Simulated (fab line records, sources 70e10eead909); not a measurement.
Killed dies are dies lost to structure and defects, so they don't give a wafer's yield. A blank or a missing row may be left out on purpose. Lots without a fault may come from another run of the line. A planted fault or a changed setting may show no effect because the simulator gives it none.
Which tool did it? | flow nand_harc | 24 lots, 72 wafers sampled, at 6 steps of a route of 1159

WHAT THE GAUGES READ, wafer by wafer
NHARC_A_M0_CD_MEAS_09: target cd 80 nm. Usual: cd_nm 80.1 nm, standard deviation 0.61.
lot  | measured     | on        | cd_nm (nm)     | flag
L075 | day 17 18:17 | cd_sem-03 | 79.3 79.1 78.7 |
L076 | day 17 17:45 | cd_sem-01 | 79.5 79.7 79.8 |
L074 | day 17 21:05 | cd_sem-03 | 79.3 80.6 80.2 |
L079 | day 17 23:36 | cd_sem-01 | 80.1 80.4 80.3 |
L078 | day 18 02:54 | cd_sem-03 | 79.8 80.2 80.2 |
L080 | day 18 10:37 | cd_sem-01 | 80.2 80.3 79.7 |
L077 | day 18 15:13 | cd_sem-01 | 79.4 80.3 79.9 |
L081 | day 19 00:54 | cd_sem-02 | 80.0 80.0 79.8 |
L082 | day 19 14:48 | cd_sem-03 | 80.8 79.8 81.1 |
L083 | day 19 15:37 | cd_sem-03 | 80.0 80.6 79.4 |
L084 | day 20 00:36 | cd_sem-02 | 79.7 80.0 80.1 |
L085 | day 20 15:53 | cd_sem-03 | 80.1 80.7 81.4 |
L086 | day 20 16:37 | cd_sem-03 | 79.1 79.0 79.3 |
L087 | day 21 00:02 | cd_sem-03 | 79.4 80.5 79.9 |
L091 | day 21 14:01 | cd_sem-01 | 81.3 81.1 81.4 |
L090 | day 21 15:04 | cd_sem-03 | 79.7 80.1 80.2 |
L089 | day 21 15:30 | cd_sem-02 | 81.1 80.7 80.9 |
L088 | day 21 18:31 | cd_sem-03 | 79.8 79.7 79.2 |
L093 | day 21 20:15 | cd_sem-03 | 80.2 79.7 79.8 |
L092 | day 22 10:43 | cd_sem-02 | 79.6 79.5 80.3 |
L094 | day 22 10:59 | cd_sem-02 | 81.0 80.7 80.6 |
L096 | day 22 11:17 | cd_sem-02 | 80.2 80.7 80.6 |
L095 | day 22 14:28 | cd_sem-02 | 80.3 80.6 80.6 |
L097 | day 23 13:56 | cd_sem-01 | 79.3 79.7 79.3 |

NHARC_A_BONDPAD_CD_MEAS_13. Usual: cd_nm 499.1 nm, standard deviation 1.5.
lot  | measured     | on        | cd_nm (nm)        | flag
L075 | day 18 03:40 | cd_sem-03 | 498.1 498.0 500.4 |
L076 | day 18 03:19 | cd_sem-03 | 499.0 498.4 497.7 |
L074 | day 18 06:27 | cd_sem-03 | 500.1 499.1 501.1 |
L079 | day 18 09:23 | cd_sem-02 | 499.3 496.4 501.3 |
L078 | day 18 12:07 | cd_sem-02 | 499.0 499.3 498.0 |
L080 | day 18 20:05 | cd_sem-03 | 498.6 499.0 498.5 |
L077 | day 19 00:37 | cd_sem-03 | 497.4 498.2 500.3 |
L081 | day 19 10:21 | cd_sem-03 | 496.8 495.0 497.2 |
L082 | day 20 00:22 | cd_sem-03 | 499.6 497.9 500.1 |
L083 | day 20 02:10 | cd_sem-02 | 498.4 497.8 498.5 |
L084 | day 20 10:02 | cd_sem-02 | 502.8 502.1 497.6 |
L085 | day 21 01:52 | cd_sem-02 | 499.6 500.3 498.9 |
L086 | day 21 02:17 | cd_sem-03 | 496.8 500.8 500.9 |
L087 | day 21 09:29 | cd_sem-01 | 499.1 499.2 499.7 |
L091 | day 21 23:43 | cd_sem-02 | 498.2 501.4 500.2 |
L090 | day 22 00:54 | cd_sem-03 | 500.5 499.2 499.7 |
L089 | day 22 01:07 | cd_sem-02 | 502.5 501.9 501.6 |
L088 | day 22 04:52 | cd_sem-01 | 498.1 497.9 496.7 |
L093 | day 22 05:37 | cd_sem-02 | 499.2 498.5 496.8 |
L092 | day 22 21:05 | cd_sem-02 | 497.4 497.6 499.8 |
L094 | day 22 20:46 | cd_sem-03 | 501.4 502.4 500.0 |
L096 | day 22 21:29 | cd_sem-01 | 496.7 497.9 497.5 |
L095 | day 22 23:43 | cd_sem-02 | 499.3 497.7 500.4 |
L097 | day 23 23:11 | cd_sem-03 | 500.0 499.8 499.6 |

WHICH TOOL RAN EACH LOT (tool, then ch and the chambers of the sampled wafers, then the start)
lot  | NHARC_A_CONTACT_ETCH_137             | NHARC_A_BLC_ETCH_16                | NHARC_A_BLC_STRIP_21               | NHARC_A_M0_PVD_21
L075 | har_cap_etch-03 ch 0,1, day 17 02:20 | rie_diel-04 ch 1,2,3, day 17 13:43 | rie_diel-04 ch 1,2,3, day 17 14:46 | pvd_sputter-01, day 18 03:40 or earlier
L076 | har_cap_etch-01 ch 0,1, day 17 02:25 | rie_diel-10 ch 0,2,3, day 17 13:07 | rie_diel-10 ch 0,1,2, day 17 14:12 | pvd_sputter-03, day 18 03:19 or earlier
L074 | har_cap_etch-02 ch 0,1, day 17 07:16 | rie_diel-04 ch 2,3, day 17 17:13   | rie_diel-03 ch 0,1,3, day 17 18:19 | pvd_sputter-01, day 18 06:27 or earlier
L079 | har_cap_etch-01 ch 0,1, day 17 15:25 | rie_diel-03 ch 1,2, day 17 19:48   | rie_diel-04 ch 0,2,3, day 17 20:53 | pvd_sputter-02, day 18 09:23 or earlier
L078 | har_cap_etch-02 ch 0,1, day 17 19:01 | rie_diel-03 ch 0,3, day 17 23:13   | rie_diel-04 ch 0,1,3, day 18 00:17 | pvd_sputter-01, day 18 12:07 or earlier
L080 | har_cap_etch-01 ch 0,1, day 17 22:45 | rie_diel-04 ch 1,2, day 18 02:58   | rie_diel-03 ch 0,3, day 18 04:02   | pvd_sputter-03, day 18 20:05 or earlier
L077 | har_cap_etch-03 ch 0,1, day 18 05:05 | rie_diel-03 ch 2,3, day 18 11:08   | rie_diel-03 ch 1,2,3, day 18 12:13 | pvd_sputter-03, day 19 00:37 or earlier
L081 | har_cap_etch-01 ch 0,1, day 18 13:46 | rie_diel-04 ch 0,1,2, day 18 18:07 | rie_diel-04 ch 0,1,2, day 18 19:11 | pvd_sputter-01, day 19 10:21 or earlier
L082 | har_cap_etch-03 ch 0, day 19 02:34   | rie_diel-03 ch 0,2,3, day 19 11:01 | rie_diel-03 ch 1,2, day 19 12:05   | pvd_sputter-01, day 20 00:22 or earlier
L083 | har_cap_etch-02 ch 0,1, day 19 02:55 | rie_diel-10 ch 0,2,3, day 19 11:40 | rie_diel-03 ch 0,1,2, day 19 12:44 | pvd_sputter-01, day 20 02:10 or earlier
L084 | har_cap_etch-03 ch 0,1, day 19 11:59 | rie_diel-10 ch 0,1,3, day 19 16:18 | rie_diel-04 ch 1,2,3, day 19 17:32 | pvd_sputter-01, day 20 10:02 or earlier
L085 | har_cap_etch-02 ch 0,1, day 20 06:03 | rie_diel-03 ch 0,1,2, day 20 10:30 | rie_diel-03 ch 0,1,2, day 20 11:35 | pvd_sputter-03, day 21 01:52 or earlier
L086 | har_cap_etch-03 ch 0,1, day 20 06:27 | rie_diel-10 ch 0,1, day 20 11:16   | rie_diel-03 ch 0,2, day 20 12:29   | pvd_sputter-01, day 21 02:17 or earlier
L087 | har_cap_etch-03 ch 0,1, day 20 12:57 | rie_diel-03 ch 1,3, day 20 17:28   | rie_diel-10 ch 2,3, day 20 18:53   | pvd_sputter-01, day 21 09:29 or earlier
L091 | har_cap_etch-01 ch 0,1, day 21 01:30 | rie_diel-04 ch 0,3, day 21 10:16   | rie_diel-04 ch 0,1,2, day 21 11:20 | pvd_sputter-01, day 21 23:43 or earlier
L090 | har_cap_etch-02 ch 0,1, day 21 03:11 | rie_diel-03 ch 0,1, day 21 10:59   | rie_diel-03 ch 0,2, day 21 12:04   | pvd_sputter-01, day 22 00:54 or earlier
L089 | har_cap_etch-03 ch 0,1, day 21 05:30 | rie_diel-10 ch 1,3, day 21 11:52   | rie_diel-03 ch 0,1,3, day 21 12:56 | pvd_sputter-03, day 22 01:07 or earlier
L088 | har_cap_etch-03 ch 0,1, day 21 09:54 | rie_diel-04 ch 0,1,3, day 21 14:41 | rie_diel-03 ch 0,1,2, day 21 15:45 | pvd_sputter-02, day 22 04:52 or earlier
L093 | har_cap_etch-03 ch 0,1, day 21 12:13 | rie_diel-03 ch 0,2,3, day 21 16:26 | rie_diel-04 ch 2,3, day 21 17:29   | pvd_sputter-03, day 22 05:37 or earlier
L092 | har_cap_etch-03 ch 0,1, day 21 17:05 | rie_diel-04 ch 0,1,3, day 22 01:08 | rie_diel-03 ch 1,3, day 22 02:13   | pvd_sputter-03, day 22 21:05 or earlier
L094 | har_cap_etch-02 ch 0, day 21 18:34   | rie_diel-03 ch 0,1,2, day 22 01:18 | rie_diel-04 ch 0,2,3, day 22 02:22 | pvd_sputter-02, day 22 20:46 or earlier
L096 | har_cap_etch-03 ch 0,1, day 21 20:08 | rie_diel-10 ch 0,1,3, day 22 01:59 | rie_diel-04 ch 0,2,3, day 22 03:02 | pvd_sputter-03, day 22 21:29 or earlier
L095 | har_cap_etch-01 ch 0,1, day 22 00:12 | rie_diel-03 ch 0,1,3, day 22 10:36 | rie_diel-04 ch 2,3, day 22 11:40   | pvd_sputter-03, day 22 23:43 or earlier
L097 | har_cap_etch-01 ch 0, day 22 21:46   | rie_diel-03 ch 1,3, day 23 10:06   | rie_diel-03 ch 0,1,3, day 23 11:12 | pvd_sputter-03, day 23 23:11 or earlier
- NHARC_A_CONTACT_ETCH_137: etches the open film in C4F8/O2/Ar, time 132 s, target depth 1287 nm.
- NHARC_A_BLC_ETCH_16: etches the open film in CF4, target depth 39 nm, time 65 s.
- NHARC_A_BLC_STRIP_21: strips in O2.
- NHARC_A_M0_PVD_21: deposits Cu, target thk 30 nm, time 20.49 s.

WHAT THE TOOLS THEMSELVES READ (means of the sampled wafers that have a number; where no wafer has one, the mark that the record gives instead)
NHARC_A_BLC_ETCH_16. Usual: drypump_motor_current_A 5.5 A, standard deviation 0.47; oes_product_au 1.000 a.u., standard deviation 0.0074; rf_fwd_power_W 297.4 W, standard deviation 0.95; rf_vpp_V 151.3 V, standard deviation 1.2; showerhead_plenum_p_Torr 1.76 Torr, standard deviation 0.065; throttle_valve_pct 13.284 %, standard deviation 0.008.
lot  | tool        | drypump_motor_current_A (A) | oes_product_au (a.u.) | rf_fwd_power_W (W) | rf_vpp_V (V) | showerhead_plenum_p_Torr (Torr) | throttle_valve_pct (%) | flag
L075 | rie_diel-04 | 5.7                         | 0.999                 | 297.5              | 151.3        | 1.81                            | 13.282                 |
L076 | rie_diel-10 | 5.3                         | 1.007                 | 297.3              | 150.8        | 1.70                            | 13.289                 |
L074 | rie_diel-04 | 6.1                         | 1.007                 | 297.8              | 151.3        | 1.78                            | 13.283                 |
L079 | rie_diel-03 | 5.6                         | 0.994                 | 297.7              | 152.7        | 1.74                            | 13.288                 |
L078 | rie_diel-03 | 5.7                         | 1.001                 | 297.9              | 152.1        | 1.80                            | 13.282                 |
L080 | rie_diel-04 | 5.3                         | 0.999                 | 297.8              | 151.2        | 1.81                            | 13.287                 |
L077 | rie_diel-03 | 5.0                         | 1.001                 | 297.7              | 150.3        | 1.72                            | 13.284                 |
L081 | rie_diel-04 | 5.3                         | 1.001                 | 297.6              | 152.0        | 1.84                            | 13.291                 |
L082 | rie_diel-03 | 5.3                         | 1.003                 | 297.1              | 151.7        | 1.76                            | 13.287                 |
L083 | rie_diel-10 | 5.3                         | 1.000                 | 296.8              | 150.6        | 1.70                            | 13.282                 |
L084 | rie_diel-10 | 5.5                         | 0.996                 | 296.9              | 150.0        | 1.70                            | 13.287                 |
L085 | rie_diel-03 | 5.6                         | 0.992                 | 297.2              | 152.0        | 1.76                            | 13.283                 |
L086 | rie_diel-10 | 5.8                         | 1.003                 | 297.2              | 150.9        | 1.67                            | 13.288                 |
L087 | rie_diel-03 | 5.3                         | 0.998                 | 297.1              | 151.1        | 1.74                            | 13.280                 |
L091 | rie_diel-04 | 5.7                         | 1.007                 | 297.7              | 152.1        | 1.83                            | 13.285                 |
L090 | rie_diel-03 | 5.9                         | 1.006                 | 296.9              | 151.1        | 1.77                            | 13.284                 |
L089 | rie_diel-10 | 5.5                         | 1.003                 | 298.4              | 150.3        | 1.68                            | 13.290                 |
L088 | rie_diel-04 | 5.7                         | 1.013                 | 298.5              | 151.3        | 1.84                            | 13.283                 |
L093 | rie_diel-03 | 5.3                         | 0.999                 | 297.3              | 152.3        | 1.76                            | 13.278                 |
L092 | rie_diel-04 | 5.7                         | 1.007                 | 297.8              | 152.7        | 1.84                            | 13.281                 |
L094 | rie_diel-03 | 5.6                         | 0.997                 | 297.0              | 150.4        | 1.76                            | 13.285                 |
L096 | rie_diel-10 | 5.5                         | 1.004                 | 297.6              | 150.0        | 1.69                            | 13.284                 |
L095 | rie_diel-03 | 5.6                         | 0.990                 | 297.2              | 151.5        | 1.77                            | 13.278                 |
L097 | rie_diel-03 | 5.3                         | 0.990                 | 296.6              | 150.9        | 1.74                            | 13.285                 |

NHARC_A_BLC_STRIP_21. Usual: drypump_motor_current_A 5.6 A, standard deviation 0.49; oes_product_au 1.002 a.u., standard deviation 0.0086; rf_vpp_V 57.6 V, standard deviation 0.86; showerhead_plenum_p_Torr 3.54 Torr, standard deviation 0.12; throttle_valve_pct 17.036 %, standard deviation 0.0086.
lot  | tool        | drypump_motor_current_A (A) | oes_product_au (a.u.) | rf_vpp_V (V) | showerhead_plenum_p_Torr (Torr) | throttle_valve_pct (%) | flag
L075 | rie_diel-04 | 5.7                         | 0.997                 | 57.7         | 3.61                            | 17.044                 |
L076 | rie_diel-10 | 5.6                         | 1.001                 | 56.9         | 3.35                            | 17.036                 |
L074 | rie_diel-03 | 5.7                         | 1.000                 | 57.6         | 3.53                            | 17.038                 |
L079 | rie_diel-04 | 5.7                         | 1.004                 | 58.3         | 3.60                            | 17.048                 |
L078 | rie_diel-04 | 5.7                         | 1.010                 | 58.0         | 3.67                            | 17.030                 |
L080 | rie_diel-03 | 5.4                         | 1.001                 | 57.2         | 3.53                            | 17.035                 |
L077 | rie_diel-03 | 5.3                         | 0.994                 | 57.5         | 3.45                            | 17.036                 |
L081 | rie_diel-04 | 5.3                         | 1.004                 | 57.6         | 3.66                            | 17.031                 |
L082 | rie_diel-03 | 5.6                         | 0.999                 | 57.8         | 3.46                            | 17.037                 |
L083 | rie_diel-03 | 5.7                         | 0.997                 | 57.3         | 3.51                            | 17.045                 |
L084 | rie_diel-04 | 5.7                         | 0.995                 | 57.8         | 3.61                            | 17.038                 |
L085 | rie_diel-03 | 5.7                         | 1.001                 | 58.1         | 3.51                            | 17.041                 |
L086 | rie_diel-03 | 5.4                         | 0.998                 | 58.2         | 3.48                            | 17.037                 |
L087 | rie_diel-10 | 5.2                         | 1.001                 | 57.9         | 3.36                            | 17.030                 |
L091 | rie_diel-04 | 5.3                         | 1.003                 | 57.3         | 3.66                            | 17.034                 |
L090 | rie_diel-03 | 5.4                         | 1.011                 | 57.3         | 3.48                            | 17.030                 |
L089 | rie_diel-03 | 5.6                         | 0.998                 | 57.9         | 3.53                            | 17.034                 |
L088 | rie_diel-03 | 5.7                         | 1.009                 | 58.0         | 3.51                            | 17.037                 |
L093 | rie_diel-04 | 5.7                         | 1.006                 | 57.1         | 3.53                            | 17.044                 |
L092 | rie_diel-03 | 5.6                         | 0.999                 | 57.4         | 3.48                            | 17.026                 |
L094 | rie_diel-04 | 5.7                         | 1.012                 | 57.7         | 3.60                            | 17.038                 |
L096 | rie_diel-04 | 5.7                         | 1.012                 | 57.2         | 3.60                            | 17.033                 |
L095 | rie_diel-04 | 6.1                         | 1.014                 | 57.4         | 3.54                            | 17.036                 |
L097 | rie_diel-03 | 5.7                         | 0.995                 | 58.1         | 3.53                            | 17.034                 |

NHARC_A_M0_PVD_21. Usual: cathode_dc_power_W 4999.9 W, standard deviation 0.86; throttle_valve_pct 29.6 %, standard deviation 0.91.
lot  | tool           | cathode_dc_power_W (W) | throttle_valve_pct (%) | flag
L075 | pvd_sputter-01 | 4999.3                 | 29.7                   |
L076 | pvd_sputter-03 | 4999.6                 | 29.2                   |
L074 | pvd_sputter-01 | 5000.5                 | 29.8                   |
L079 | pvd_sputter-02 | 4999.9                 | 29.5                   |
L078 | pvd_sputter-01 | 5000.3                 | 29.1                   |
L080 | pvd_sputter-03 | 5000.6                 | 29.9                   |
L077 | pvd_sputter-03 | 4999.9                 | 29.3                   |
L081 | pvd_sputter-01 | 5000.1                 | 29.8                   |
L082 | pvd_sputter-01 | 4999.5                 | 29.9                   |
L083 | pvd_sputter-01 | 5000.4                 | 29.7                   |
L084 | pvd_sputter-01 | 5000.5                 | 30.5                   |
L085 | pvd_sputter-03 | 4999.5                 | 29.8                   |
L086 | pvd_sputter-01 | 4999.5                 | 29.8                   |
L087 | pvd_sputter-01 | 4999.4                 | 29.4                   |
L091 | pvd_sputter-01 | 5000.2                 | 30.2                   |
L090 | pvd_sputter-01 | 5000.1                 | 29.9                   |
L089 | pvd_sputter-03 | 5000.2                 | 29.8                   |
L088 | pvd_sputter-02 | 5000.1                 | 29.9                   |
L093 | pvd_sputter-03 | 4999.8                 | 28.6                   |
L092 | pvd_sputter-03 | 4999.5                 | 29.1                   |
L094 | pvd_sputter-02 | 4999.2                 | 29.7                   |
L096 | pvd_sputter-03 | 5001.1                 | 29.4                   |
L095 | pvd_sputter-03 | 4999.7                 | 29.0                   |
L097 | pvd_sputter-03 | 5000.0                 | 29.1                   |

THE ANSWER, worked out from the rows above alone
Rule: a lot is off if the mean of its wafers that have a number lies more than 3 standard deviations from the usual mean. A lot without any number at a reading at which 4 lots or more have one is off too. The other lots that the step has rows for count as sound. The gauges are gone through in route order, then the tools' own readings, and for those a lot's mean is taken as printed above. The first step at which some lot is off is used, and at that step the reading that is off furthest; a lot without a number counts as furthest.
No lot is off at any reading shown: from this, nothing can be told.

WHAT THE SIMULATOR HAD PUT IN
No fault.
